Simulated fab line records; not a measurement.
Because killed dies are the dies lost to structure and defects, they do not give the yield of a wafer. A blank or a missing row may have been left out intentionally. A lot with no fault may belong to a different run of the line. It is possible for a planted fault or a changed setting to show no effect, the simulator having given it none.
A lot that was struck, set against a sound lot	flow nand harc	28 out of 1302 route steps
Sound: the wafers L917.1, L917.4, L917.5. Struck: wafer L915.6 (left out: L915.3, L915.4 of the same lot, which were not struck); the cause appears at the end.
Each step with rows lists, per side, the tool, then ch with its chambers, then its first start. Under that, the readings that differ: sound wafers	struck wafers	difference of the means	sigmas: that difference in standard deviations of wafers without a fault.
alike: readings whose means differ by less than 2 such deviations, and words and numbers that are the same on both sides. not compared: withheld readings, readings that some wafer has no value for, bounds like >300 that may hide the same value, and numbers for which the record gives no deviation and whose values overlap.
Wherever a step has rows on one side only, a row that says differs or no value, or a row with sigmas, the two part there. Non-overlapping numbers with no deviation appear without sigmas and do not part them. A reading that every wafer of one side lacks parts them only if that side has two wafers or more.

first, 1 step without rows for these wafers: NHARC_A_M0_STRIP_19 (strips in post etch residue remover, time 600 s).
NHARC_A_M0_DEGAS_28: time 60 s.
  struck on pvd sputter-02, day 28 07:40; sound on pvd sputter-01, day 29 07:11
  alike: heater power w, susceptor temp C
then, 2 steps without rows for these wafers: NHARC_A_M0_PRE_CLEAN_29 (time 30 s); NHARC_A_M0_PVD_20 (deposits TaN, target thk 5 nm, time 8.06 s).
NHARC_A_M0_PVD_21: deposits Cu, target thk 30 nm, time 20.49 s.
  sound on pvd sputter-01; struck on pvd sputter-02
  alike: throttle valve pct
then, 1 step without rows for these wafers: NHARC_A_M0_ECD_22 (material Cu, target thk 400 nm).
NHARC_A_M0_ANNEAL_30: time 90 s.
  sound on rtp anneal-01 ch 0, day 29 07:54; struck on rtp anneal-02 ch 0, day 28 08:31
reading	sound	struck	difference	sigmas
anneal temp c (C)	224.83 224.73 224.90	225.16	+0.34	+2
  alike: wafer_temp_C_max
NHARC_A_M0_CMP_23: polishes, t overpolish 20 s, target thk 113.75 nm.
  sound on cmp-02 ch 0,2, day 29 08:14; struck on cmp-04 ch 3, day 28 08:46
  alike: motor current A, time to endpoint s
NHARC_A_M0_THK_MEAS_24: measures by xrf.
  struck on film metro-02, day 28 09:05; sound on film metro-01, day 29 08:34
  alike: thk nm
after that, 1 step had no rows for these wafers: NHARC_A_M0_SRD_25.
NHARC_A_M0_INSPECT_27:
  struck on defect inspect-02, day 28 09:14; sound on defect inspect-01, day 29 08:43
  alike: raw defect count
NHARC_A_M0_PRE_CLEAN_31: time 12 s.
  sound on pecvd-03 ch 0,1,2, day 29 08:55; struck on pecvd-02 ch 2, day 28 09:18
  alike: heater power w, susceptor temp C
NHARC_A_M0_DEP_32: deposits SiCN, target thk 30 nm.
  sound on pecvd-03 ch 0,1,2, day 29 09:02; struck on pecvd-02 ch 2, day 28 09:23
  alike: heater power w, susceptor temp C
then, 10 steps without rows for these wafers: NHARC_A_M1_DEP_00 (deposits SiOC, target thk 182.5 nm); NHARC_A_M1_DEHYDRATE_01 (time 120 s); NHARC_A_M1_HMDS_02 (time 30 s); NHARC_A_M1_COAT_34 (time 65 s); NHARC_A_M1_COAT_03 (resist thk 90 nm); NHARC_A_M1_SOFTBAKE_04 (time 55 s); NHARC_A_M1_EBR_05; NHARC_A_M1_EXPOSE_06 (exposes mask A M1, target cd 120 nm); NHARC_A_M1_PEB_07 (peb time 65 s); NHARC_A_M1_DEVELOP_08 (develop time 35 s).
NHARC_A_M1_CD_MEAS_09: target cd 120 nm.
  sound on cd sem-03 ch 0, day 29 10:14; struck on cd sem-02 ch 0, day 28 10:37
  alike: cd nm
NHARC_A_M1_OVL_MEAS_10: pitch 240 nm.
  struck on overlay-01, day 28 10:42; sound on overlay-01, day 29 10:19
  alike: overlay x nm, overlay y nm
NHARC_A_M1_INSPECT_11:
  struck on defect inspect-01, day 28 10:44; sound on defect inspect-02, day 29 10:21
reading	sound	struck	difference	sigmas
raw defect count	91 88 88	407	+318	+9
then, 1 step without rows for these wafers: NHARC_A_M1_DESCUM_14 (chemistry O2, time 3 s).
NHARC_END_SORT_01:
  sound on prober-01 ch 0, day 30 22:31; struck on prober-02 ch 0, day 30 01:11
reading	sound	struck	difference	sigmas
defect limited yield (%)	92.6 92.5 91.3	80.2	-11.9	-4
killed at array	49 49 50	129	+80	+4
killed dies	50 51 59	134	+81	+4
  alike: killed at other, killed at periphery, killed open, killed short

## WHERE THEY PART
First at NHARC_A_M0_ANNEAL_30; last, within this record, at NHARC_END_SORT_01.

WHY: what had been put in by the simulator
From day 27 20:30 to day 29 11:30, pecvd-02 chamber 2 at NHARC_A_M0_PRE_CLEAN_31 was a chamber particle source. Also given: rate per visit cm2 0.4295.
